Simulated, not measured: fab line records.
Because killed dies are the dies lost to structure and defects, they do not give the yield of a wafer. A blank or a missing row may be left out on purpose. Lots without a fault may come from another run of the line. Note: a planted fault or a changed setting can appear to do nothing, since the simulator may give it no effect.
fab line records | flow n5_finfet
[record] lots = 11 | wafers = 33 | last_day = 20
route steps=1938 shown BEOL_M4@1108 BEOL_M5@1126
lots with no fault: from the same line, run without faults
start_h: start of the lot's first displayed wafer, in hours after the record's first day | wait_h: hours from the lot's prior step to this one | " identical to the entry in the row above | L1.1+2: a row that stands for several wafers | - no value present, or no start provided | * or withheld: withheld | < > ~ a bound
route shown NAME@n: names a module that has steps shown in the file, with the first one's number in the route | usual: average and standard deviation across the fault-free wafers | same: alike in all rows | chamber/n: place in a boat | sites: the reading at each site | _std_site: their standard deviation | _edge_site: the outer-site mean with the inner-site mean subtracted | radius_mm: for every site, how far away it sits from the centre of the wafer | mask NAME#n: copy n | behind: the last tool/chamber to shape the wafer | hold: why the lot went on hold/how many hours it stayed there/how the hold came to an end | device: whichever transistor did not switch (one of n, p or np) | end of line: tests run on the same wafers once the route is complete | a step without rows: its recipe alone | killed: at the first sort, the dies lost to defects and structure; wafer yield is something else | map: dies across one wafer; x = killed, . = not, _ = none there
set.NAME: setting as actually run; set.NAME@STEP: the setting as run at that earlier step | model.NAME: the simulator's own value behind a step, which no gauge read
one table for each step of the route and one row for each wafer, over a sample of lots
services: from which hour (start_h, from the record's first day; less than 0 if before it) a tool's chamber was out of use, for how many hours, and why
[[steps]]
[step N5_BEOL_M4_DEP_57]
[recipe] material = SiCN | target_thk_a = 80 | temp_c = withheld | precursor = 3MS/NH3 | pressure_torr = 3 | rf_w = 202 | time_s = 14
[usual] showerhead_plenum_p_Torr = 3.665/0.017 | throttle_valve_pct = 9.1/0.52
lot.wafer | tool     | chamber | start_h | wait_h | showerhead_plenum_p_Torr | throttle_valve_pct
L580.1    | pecvd-02 | 0       | 185.07  | 0.0    | 3.643                    | 9.5
L580.3    | "        | 2       | "       | "      | 3.676                    | 8.8
L580.5    | "        | 2       | "       | "      | 3.675                    | 8.5
L582.1    | pecvd-01 | 2       | 196.10  | 0.0    | 3.676                    | 9.1
L582.2    | "        | 1       | "       | "      | 3.675                    | 10.2
L582.4    | "        | 0       | "       | "      | 3.672                    | 8.8
L581.2    | pecvd-01 | 1       | 198.07  | 0.0    | 3.696                    | 10.0
L581.3    | "        | 2       | "       | "      | 3.677                    | 9.0
L581.6    | "        | 0       | "       | "      | 3.677                    | 8.5
L585.1    | pecvd-03 | 2       | 200.97  | 0.0    | 3.653                    | 8.7
L585.3    | "        | 1       | "       | "      | 3.648                    | 8.9
L585.5    | "        | 0       | "       | "      | 3.649                    | 9.0
L584.1    | pecvd-03 | 1       | 202.80  | 0.0    | 3.654                    | 8.9
L584.4    | "        | 2       | "       | "      | 3.646                    | 9.0
L584.6    | "        | 0       | "       | "      | 3.644                    | 8.8
L586.1    | pecvd-03 | 1       | 226.38  | 0.0    | 3.652                    | 8.9
L586.3    | "        | 0       | "       | "      | 3.647                    | 9.0
L586.5    | "        | 1       | "       | "      | 3.657                    | 9.1
L590.2    | pecvd-01 | 0       | 283.07  | 0.0    | 3.669                    | 8.8
L590.4    | "        | 2       | "       | "      | 3.670                    | 8.3
L590.5    | "        | 0       | "       | "      | 3.680                    | 8.4
L594.1    | pecvd-03 | 2       | 308.39  | 0.0    | 3.653                    | 8.9
L594.2    | "        | 0       | "       | "      | 3.637                    | 9.0
L594.4    | "        | 2       | "       | "      | 3.649                    | 8.8
L597.1    | pecvd-03 | 2       | 334.75  | 0.0    | 3.656                    | 9.0
L597.3    | "        | 0       | "       | "      | 3.643                    | 9.2
L597.6    | "        | 0       | "       | "      | 3.635                    | 8.7
L601.4    | pecvd-02 | 1       | 351.04  | 0.0    | 3.689                    | 9.6
L601.5    | "        | 0       | "       | "      | 3.650                    | 9.4
L601.6    | "        | 2       | "       | "      | 3.679                    | 9.1
L602.2    | pecvd-01 | 2       | 358.20  | 0.0    | 3.681                    | 8.6
L602.3    | "        | 0       | "       | "      | 3.685                    | 9.1
L602.6    | "        | 1       | "       | "      | 3.679                    | 10.0
[step N5_BEOL_M5_CD_MEAS_11]
[recipe] target_cd_nm = 27.74 | landing_energy_ev = 500 | detector = se_inlens
[usual] cd_nm = 28.00/0.26
lot.wafer | tool      | chamber | start_h | wait_h | cd_nm
L580.1    | cd_sem-02 | 0       | 187.79  | -      | 27.74
L580.3    | "         | 0       | "       | "      | 28.13
L580.5    | "         | 0       | "       | "      | 28.02
L582.1    | cd_sem-02 | 0       | 198.36  | -      | 27.91
L582.2    | "         | 0       | "       | "      | 27.92
L582.4    | "         | 0       | "       | "      | 28.05
L581.2    | cd_sem-03 | 0       | 201.43  | -      | 27.94
L581.3    | "         | 0       | "       | "      | 27.85
L581.6    | "         | 0       | "       | "      | 27.84
L585.1    | cd_sem-02 | 0       | 205.37  | -      | 27.77
L585.3    | "         | 0       | "       | "      | 27.94
L585.5    | "         | 0       | "       | "      | 28.32
L584.1    | cd_sem-01 | 0       | 205.62  | -      | 28.16
L584.4    | "         | 0       | "       | "      | 27.78
L584.6    | "         | 0       | "       | "      | 28.03
L586.1    | cd_sem-02 | 0       | 229.26  | -      | 28.09
L586.3    | "         | 0       | "       | "      | 27.66
L586.5    | "         | 0       | "       | "      | 27.78
L590.2    | cd_sem-03 | 0       | 286.43  | -      | 28.15
L590.4    | "         | 0       | "       | "      | 28.06
L590.5    | "         | 0       | "       | "      | 28.07
L594.1    | cd_sem-01 | 0       | 313.41  | -      | 27.91
L594.2    | "         | 0       | "       | "      | 28.33
L594.4    | "         | 0       | "       | "      | 28.15
L597.1    | cd_sem-02 | 0       | 337.32  | -      | 28.06
L597.3    | "         | 0       | "       | "      | 28.36
L597.6    | "         | 0       | "       | "      | 28.05
L601.4    | cd_sem-01 | 0       | 354.72  | -      | 28.12
L601.5    | "         | 0       | "       | "      | 28.11
L601.6    | "         | 0       | "       | "      | 28.46
L602.2    | cd_sem-01 | 0       | 362.12  | -      | 27.53
L602.3    | "         | 0       | "       | "      | 27.74
L602.6    | "         | 0       | "       | "      | 27.98
[step N5_BEOL_M5_ETCH_72]
[recipe] chemistry = N2/H2 | target = underlayer | target_depth_a = 65 | mask_material = CAR-EUV | time_s = 5.2 | ion_energy_ev = 200 | pressure_mtorr = 30 | source_w = 840 | bias_w = 150 | n2_flow_sccm = 200 | h2_flow_sccm = 200 | ends = cleared
[usual] chamber_pressure_mTorr = 30.00/0.044 | drypump_motor_current_A = 5.7/0.46 | etch_rf_on_time_s = 5.19/0.074 | oes_product_au = 0.67/0.073 | rf_vpp_V = 523.7/2.8 | showerhead_plenum_p_Torr = 2.53/0.091 | throttle_valve_pct = 17.88/0.26
lot.wafer | tool        | chamber | start_h | wait_h | chamber_pressure_mTorr | drypump_motor_current_A | etch_rf_on_time_s | oes_product_au | rf_hours_counter_h | rf_vpp_V | showerhead_plenum_p_Torr | throttle_valve_pct
L580.1    | rie_diel-06 | 3       | 187.95  | 0.0    | 29.97                  | 5.4                     | 5.18              | 0.60           | 206                | 524.8    | 2.53                     | 18.11
L580.3    | "           | 0       | "       | "      | 29.96                  | 5.2                     | 5.13              | 0.80           | 13                 | 522.8    | 2.49                     | 17.58
L580.5    | "           | 0       | "       | "      | 30.06                  | 5.2                     | 5.15              | 0.80           | -                  | 522.1    | 2.49                     | 17.58
L582.1    | rie_diel-03 | 1       | 198.52  | 0.0    | 30.00                  | 6.0                     | 5.12              | 0.62           | 224                | 525.3    | 2.62                     | 18.08
L582.2    | "           | 2       | "       | "      | 29.99                  | 5.3                     | 5.37              | 0.60           | 242                | 519.8    | 2.40                     | 18.07
L582.4    | "           | 0       | "       | "      | 29.99                  | 4.7                     | 5.30              | 0.71           | 46                 | 522.4    | 2.48                     | 17.59
L581.2    | rie_diel-02 | 3       | 201.58  | 0.0    | 30.02                  | 5.8                     | 5.11              | 0.67           | 93                 | 522.3    | 2.47                     | 18.17
L581.3    | "           | 1       | "       | "      | 29.95                  | 6.3                     | 5.22              | 0.77           | 29                 | 526.2    | 2.59                     | 17.63
L581.6    | "           | 3       | "       | "      | 30.02                  | 5.8                     | 5.11              | 0.68           | -                  | 520.2    | 2.47                     | 18.17
L585.1    | rie_diel-06 | 3       | 205.52  | 0.0    | 30.03                  | 5.4                     | 5.21              | 0.59           | 209                | 524.8    | 2.53                     | 18.15
L585.3    | "           | 0       | "       | "      | 30.06                  | 5.2                     | 5.15              | 0.78           | 17                 | 522.3    | 2.49                     | 17.58
L585.5    | "           | 1       | "       | "      | 29.99                  | 5.6                     | 5.18              | 0.60           | -                  | 525.7    | 2.62                     | 18.28
L584.1    | rie_diel-03 | 0       | 205.78  | 0.0    | 30.08                  | 4.7                     | 5.25              | 0.71           | 48                 | 523.8    | 2.48                     | 17.58
L584.4    | "           | 3       | "       | "      | 29.97                  | 5.5                     | 5.27              | 0.77           | 20                 | 528.6    | 2.71                     | 17.62
L584.6    | "           | 1       | "       | "      | 29.96                  | 6.0                     | 5.15              | 0.61           | -                  | 526.3    | 2.62                     | 18.10
L586.1    | rie_diel-06 | 3       | 229.44  | 0.0    | 30.03                  | 5.5                     | 5.22              | 0.59           | 215                | 524.4    | 2.52                     | 18.14
L586.3    | "           | 2       | "       | "      | 30.06                  | 6.5                     | 5.16              | 0.64           | 172                | 519.6    | 2.42                     | 17.66
L586.5    | "           | 3       | "       | "      | 29.96                  | 5.5                     | 5.23              | 0.58           | -                  | 523.1    | 2.52                     | 18.15
L590.2    | rie_diel-03 | 0       | 286.77  | 0.0    | 29.91                  | 4.8                     | 5.27              | 0.68           | 78                 | 523.6    | 2.47                     | 17.60
L590.4    | "           | 3       | "       | "      | 29.98                  | 5.5                     | 5.33              | 0.72           | -                  | 527.9    | 2.70                     | 17.69
L590.5    | "           | 0       | "       | "      | 29.99                  | 4.8                     | 5.26              | 0.67           | -                  | 523.4    | 2.47                     | 17.62
L594.1    | rie_diel-03 | 3       | 313.57  | 0.0    | 30.02                  | 5.5                     | 5.30              | 0.72           | 59                 | 527.6    | 2.70                     | 17.70
L594.2    | "           | 2       | "       | "      | 29.97                  | 5.3                     | 5.19              | 0.77           | 26                 | 530.0    | 2.70                     | 17.73
L594.4    | "           | 1       | "       | "      | 30.04                  | 6.0                     | 4.97              | 0.84           | 3                  | 524.2    | 2.60                     | 17.73
L597.1    | rie_diel-02 | 0       | 337.48  | 0.0    | 30.01                  | 5.7                     | 5.19              | 0.71           | 69                 | 519.4    | 2.47                     | 17.71
L597.3    | "           | 2       | "       | "      | 29.96                  | 6.0                     | 5.17              | 0.60           | 212                | 527.5    | 2.61                     | 17.91
L597.6    | "           | 3       | "       | "      | 30.01                  | 5.8                     | 5.15              | 0.64           | -                  | 520.8    | 2.45                     | 18.27
L601.4    | rie_diel-06 | 3       | 354.91  | 0.0    | 29.99                  | 5.4                     | 5.16              | 0.57           | -                  | 524.4    | 2.51                     | 18.17
L601.5    | "           | 0       | "       | "      | 29.98                  | 5.2                     | 5.12              | 0.74           | -                  | 522.1    | 2.47                     | 17.64
L601.6    | "           | 2       | "       | "      | 30.06                  | 6.5                     | 5.10              | 0.62           | -                  | 519.8    | 2.41                     | 17.73
L602.2    | rie_diel-02 | 1       | 362.28  | 0.0    | 30.11                  | 6.3                     | 5.30              | 0.71           | 63                 | 524.6    | 2.57                     | 17.72
L602.3    | "           | 3       | "       | "      | 30.01                  | 5.8                     | 5.18              | 0.63           | 146                | 521.3    | 2.45                     | 18.25
L602.6    | "           | 0       | "       | "      | 29.95                  | 5.6                     | 5.25              | 0.72           | -                  | 522.4    | 2.46                     | 17.71
[step N5_BEOL_M5_COAT_65]
[recipe] resist = SOC | temp_c = 250 | time_s = 60 | spin_rpm = 1500 | resist_thk_nm = 60
[usual] heater_power_total_W = 500.5/1.7 | plate_temp_C = 250.03/0.16 | spin_speed_rpm = 1500.1/0.96
lot.wafer | tool           | chamber | start_h | wait_h | heater_power_total_W | plate_temp_C | spin_speed_rpm
L580.1    | litho_track-04 | 0       | 191.16  | 2.7    | 499.2                | 250.01       | 1499.5
L580.3    | "              | 0       | "       | "      | 501.8                | 250.35       | 1499.4
L580.5    | "              | 0       | "       | "      | 503.2                | 250.15       | 1500.2
L582.1    | litho_track-05 | 0       | 199.65  | 0.7    | 501.3                | 249.76       | 1499.6
L582.2    | "              | 0       | "       | "      | 498.8                | 249.95       | 1497.6
L582.4    | "              | 0       | "       | "      | 503.3                | 250.08       | 1499.4
L581.2    | litho_track-04 | 0       | 203.39  | 1.4    | 500.4                | 250.02       | 1500.4
L581.3    | "              | 0       | "       | "      | 501.4                | 249.81       | 1500.2
L581.6    | "              | 0       | "       | "      | 500.2                | 249.68       | 1500.0
L585.1    | litho_track-04 | 0       | 206.09  | 0.2    | 498.6                | 250.02       | 1500.7
L585.3    | "              | 0       | "       | "      | 502.2                | 249.86       | 1501.0
L585.5    | "              | 0       | "       | "      | 501.8                | 250.23       | 1500.4
L584.1    | litho_track-03 | 0       | 206.36  | 0.2    | 498.9                | 250.16       | 1500.9
L584.4    | "              | 0       | "       | "      | 500.6                | 250.16       | 1500.2
L584.6    | "              | 0       | "       | "      | 503.4                | 250.38       | 1499.3
L586.1    | litho_track-04 | 0       | 231.48  | 1.6    | 502.2                | 249.97       | 1500.7
L586.3    | "              | 0       | "       | "      | 499.2                | 250.19       | 1499.3
L586.5    | "              | 0       | "       | "      | 497.9                | 250.08       | 1501.4
L590.2    | litho_track-05 | 0       | 288.68  | 1.4    | 498.9                | 250.35       | 1498.9
L590.4    | "              | 0       | "       | "      | 501.3                | 250.03       | 1497.9
L590.5    | "              | 0       | "       | "      | 502.8                | 250.10       | 1499.6
L594.1    | litho_track-04 | 0       | 314.97  | 0.9    | 500.2                | 250.02       | 1289.2
L594.2    | "              | 0       | "       | "      | 501.9                | 249.86       | 1289.0
L594.4    | "              | 0       | "       | "      | 502.6                | 250.04       | 1288.5
L597.1    | litho_track-04 | 0       | 340.16  | 2.3    | 499.9                | 250.18       | 1287.1
L597.3    | "              | 0       | "       | "      | 498.3                | 250.11       | 1288.9
L597.6    | "              | 0       | "       | "      | 500.9                | 250.36       | 1289.8
L601.4    | litho_track-05 | 0       | 355.38  | 0.1    | 502.6                | 250.09       | 1500.6
L601.5    | "              | 0       | "       | "      | 497.8                | 250.16       | 1499.3
L601.6    | "              | 0       | "       | "      | 498.7                | 250.20       | 1499.5
L602.2    | litho_track-05 | 0       | 364.95  | 2.3    | 499.0                | 249.98       | 1501.7
L602.3    | "              | 0       | "       | "      | 498.2                | 250.07       | 1499.6
L602.6    | "              | 0       | "       | "      | 499.8                | 250.03       | 1500.4
[[services]]
tool        | chamber | start_h | hours | kind
pecvd-01    | -       | 162.71  | 0.8   | repair
rie_diel-06 | 2       | 163.27  | 9.2   | repair
pecvd-01    | 0       | 165.33  | 2.4   | repair
rie_diel-03 | -       | 177.21  | 0.8   | repair
pecvd-01    | -       | 181.09  | 0.6   | repair
pecvd-01    | 2       | 202.41  | -     | clean
pecvd-01    | 2       | 202.41  | -     | consumable_replace:showerhead
pecvd-01    | 2       | 202.41  | 29.0  | scheduled_down
pecvd-01    | 2       | 202.41  | 29.0  | vent_cycle
pecvd-01    | 1       | 202.65  | 2.1   | scheduled_down
pecvd-03    | -       | 208.55  | 0.7   | repair
rie_diel-02 | 2       | 214.00  | 6.4   | repair
pecvd-03    | 2       | 214.61  | 14.7  | repair
rie_diel-02 | 1       | 219.30  | 40.8  | repair
rie_diel-03 | 2       | 225.34  | -     | clean
rie_diel-03 | 2       | 225.34  | -     | consumable_replace:focus_ring
rie_diel-06 | 3       | 252.54  | 2.8   | repair
rie_diel-03 | 1       | 260.48  | 6.6   | repair
pecvd-03    | 0       | 261.37  | 5.5   | scheduled_down
pecvd-01    | 2       | 291.81  | 5.0   | repair
pecvd-01    | -       | 303.96  | 1.5   | repair
pecvd-02    | -       | 309.13  | 1.0   | repair
rie_diel-03 | 3       | 318.68  | 3.2   | repair
rie_diel-06 | 3       | 326.10  | 3.0   | repair
[[key]]
[first_sign] step = N5_BEOL_M5_COAT_65 | reading = spin_speed_rpm | direction = down | sigmas = 99+ | usual = * | struck = *
effect none on later readings
met_at N5_BEOL_M5_COAT_65
struck_lots L594,L597
not_acting_at N5_BEOL_M4_DEP_57,N5_BEOL_M5_CD_MEAS_11,N5_BEOL_M5_ETCH_72
onset_between 231.48 314.97
[fault] kind = process_parameter_drift | tool = litho_track-04 | chamber = - | onset_h = 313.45 | steps = N5_BEOL_M5_COAT_65 | channel = spin_rpm | offset = * | shape = step | end_h = 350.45 | acts_in = * | stated = *
